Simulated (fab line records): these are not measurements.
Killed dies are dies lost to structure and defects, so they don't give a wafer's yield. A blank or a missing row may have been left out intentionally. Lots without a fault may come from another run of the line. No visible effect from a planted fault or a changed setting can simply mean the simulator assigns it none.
Chamber matching ; flow nand harc ; NHARC_A_DECK1_JOINT_CMP_13 on cmp-01: 4 sister chambers
The step polishes, target thk 51.023 nm. 8 wafers are shown with their chamber, then 7 later ones without.

## EACH WAFER AND ITS CHAMBER
wafer;chamber;motor current A (A);time to endpoint s (s)
L996.5;2;11.0;10.1
L997.3;1;13.7;10.5
L997.5;3;10.1;10.4
L999.1;0;12.0;9.8
L999.2;3;10.2;8.0
L999.5;2;11.4;9.3
L101.1;0;12.4;8.9
L101.4;1;12.9;8.5

## WAFERS WITH NO CHAMBER GIVEN
wafer;motor current A (A);time to endpoint s (s)
L101.6;11.1;11.0
L108.1;11.5;10.9
L108.3;11.6;12.2
L108.4;10.9;8.9
L110.1;10.6;6.4
L110.3;11.4;9.1
L110.4;13.6;8.5

## EACH ONE'S CHAMBER
wafer;from the rows above;in truth
L101.6;can't be placed: 2 or 3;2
L108.1;can't be placed: 2 or 0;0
L108.3;can't be placed: 2 or 0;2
L108.4;can't be placed: 2 or 3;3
L110.1;can't be placed: 3 or 2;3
L110.3;can't be placed: 2 or 0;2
L110.4;1;1
Correctly placed: 1 of 7. Unplaceable from these rows: 6, with the true chamber sitting among the candidates in 6. Wrongly placed: 0.
How it was worked out, from the rows above alone: a wafer's distance from a chamber is the root of the sum, over the readings, of the square of ((its reading less the chamber's mean) divided by the reading's scatter). If the next closest chamber is less than 2 further off than the closest, the wafer can't be placed; otherwise it belongs to the closest. For every chamber, the mean is computed from those of its wafers that are shown. The scatter is the square root of a quotient: the sum, over the shown wafers, of each reading's squared deviation from its chamber's mean, divided by wafers minus chambers.
